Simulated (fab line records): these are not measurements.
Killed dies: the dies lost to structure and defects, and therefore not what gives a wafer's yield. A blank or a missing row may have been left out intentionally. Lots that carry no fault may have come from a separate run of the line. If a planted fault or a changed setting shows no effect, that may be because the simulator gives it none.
Matching of chambers -- flow n5_finfet -- 4 sister chambers for N5_MOL_CONTACT_COAG_ETCH_105 on rie_diel-05
The step etches SiARC in CF4, target depth 15.6 nm, time 26 s. 16 wafers are shown with their chamber, then 8 later ones without.

== EACH WAFER AND ITS CHAMBER ==
wafer,chamber,drypump_motor_current_A (A),showerhead_plenum_p_Torr (Torr),throttle_valve_pct (%)
L077.2,0,5.7,2.09,15.38
L077.5,2,6.2,2.20,15.99
L077.6,1,5.1,2.10,15.75
L084.2,3,5.7,2.13,15.72
L084.3,0,5.6,2.09,15.41
L084.6,3,5.7,2.13,15.71
L085.1,3,5.7,2.12,15.72
L085.5,1,5.1,2.10,15.30
L085.6,0,5.6,2.09,15.42
L088.2,1,5.1,2.10,15.31
L088.3,0,5.6,2.08,15.41
L088.5,1,5.1,2.10,15.31
L089.1,1,5.1,2.10,15.31
L089.2,2,6.2,2.19,15.52
L089.5,2,6.2,2.19,15.53
L091.2,0,5.7,2.08,15.44

SIGNATURES (averages over the wafers above)
reading,chamber 0,chamber 1,chamber 2,chamber 3,scatter within a chamber
drypump_motor_current_A,5.640,5.100,6.200,5.700,0.0316
showerhead_plenum_p_Torr,2.0860,2.1000,2.1933,2.1267,0.00459
throttle_valve_pct,15.4120,15.3960,15.6800,15.7167,0.159
Rule: for a wafer and a chamber, the distance is found by dividing, reading by reading, the gap between the wafer's reading and the chamber's mean by the reading's scatter, squaring, summing and taking the root. If the next closest chamber is less than 2 further off than the closest, the wafer can't be placed; otherwise it belongs to the closest. How the scatter is found: for the shown wafers, subtract from each reading the mean of its chamber, square and add these, divide the total by (wafers less chambers), then take the root.

== WAFERS WITH NO CHAMBER GIVEN ==
wafer,drypump_motor_current_A (A),showerhead_plenum_p_Torr (Torr),throttle_valve_pct (%)
L091.4,5.1,2.10,15.31
L091.5,6.2,2.19,15.54
L096.3,6.2,2.18,15.56
L096.4,5.7,2.08,15.47
L096.5,5.8,2.12,15.78
L097.1,5.6,2.08,15.47
L097.2,6.2,2.18,15.57
L097.3,5.1,2.09,15.34

== THE CHAMBER EACH PASSED THROUGH ==
wafer,from the rows above,in truth
L091.4,1,1
L091.5,2,2
L096.3,2,2
L096.4,0,0
L096.5,3,3
L097.1,0,0
L097.2,2,2
L097.3,1,1
Placed correctly: 8 of 8. From these rows, 0 cannot be placed. Placed wrongly: 0.
